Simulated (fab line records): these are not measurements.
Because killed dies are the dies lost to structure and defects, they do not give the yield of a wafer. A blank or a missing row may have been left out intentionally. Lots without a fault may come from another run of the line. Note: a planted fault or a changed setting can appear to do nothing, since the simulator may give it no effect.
Chamber matching | flow nand-harc | 4 sister chambers for NHARC_A_CHANNEL_FILL_D1_ETCHBACK_19 on rie-si-06
The step etches the open film in HBr/Cl2, target depth 5 nm, time 1.7 s. 4 wafers are shown with their chamber, then 9 later ones without.

EACH WAFER AND ITS CHAMBER
wafer  | chamber | drypump-motor-current-A (A)
L085.1 | 0       | 6.2
L087.1 | 3       | 6.0
L087.3 | 2       | 5.3
L087.4 | 1       | 5.3

WAFERS MISSING THEIR CHAMBER
wafer  | drypump-motor-current-A (A)
L090.4 | 6.0
L090.5 | 5.3
L090.6 | 5.3
L091.1 | 5.3
L091.3 | 6.3
L091.4 | 5.2
L093.1 | 6.3
L093.3 | 6.0
L093.4 | 5.3

WHICH CHAMBER EACH WENT THROUGH
wafer  | from the rows above     | in truth
L090.4 | 3                       | 3
L090.5 | can't be placed: 1 or 2 | 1
L090.6 | can't be placed: 1 or 2 | 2
L091.1 | can't be placed: 1 or 2 | 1
L091.3 | 0                       | 0
L091.4 | can't be placed: 1 or 2 | 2
L093.1 | 0                       | 0
L093.3 | 3                       | 3
L093.4 | can't be placed: 1 or 2 | 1
Placed correctly: 4 of 9. These rows do not allow placing 5 (true chamber among the candidates in 5). Wrongly placed: 0.
How it was worked out, from the rows above alone: a wafer's distance from a chamber is the root of the sum, over the readings, of the square of ((its reading less the chamber's mean) divided by the reading's scatter). If the next closest chamber is less than 2 further off than the closest, the wafer can't be placed; otherwise it belongs to the closest. Each chamber's mean is taken over the wafers shown for it. The scatter (one wafer shown for each chamber): square how far every hidden wafer sits from the nearest shown wafer, average those squares and take the square root.
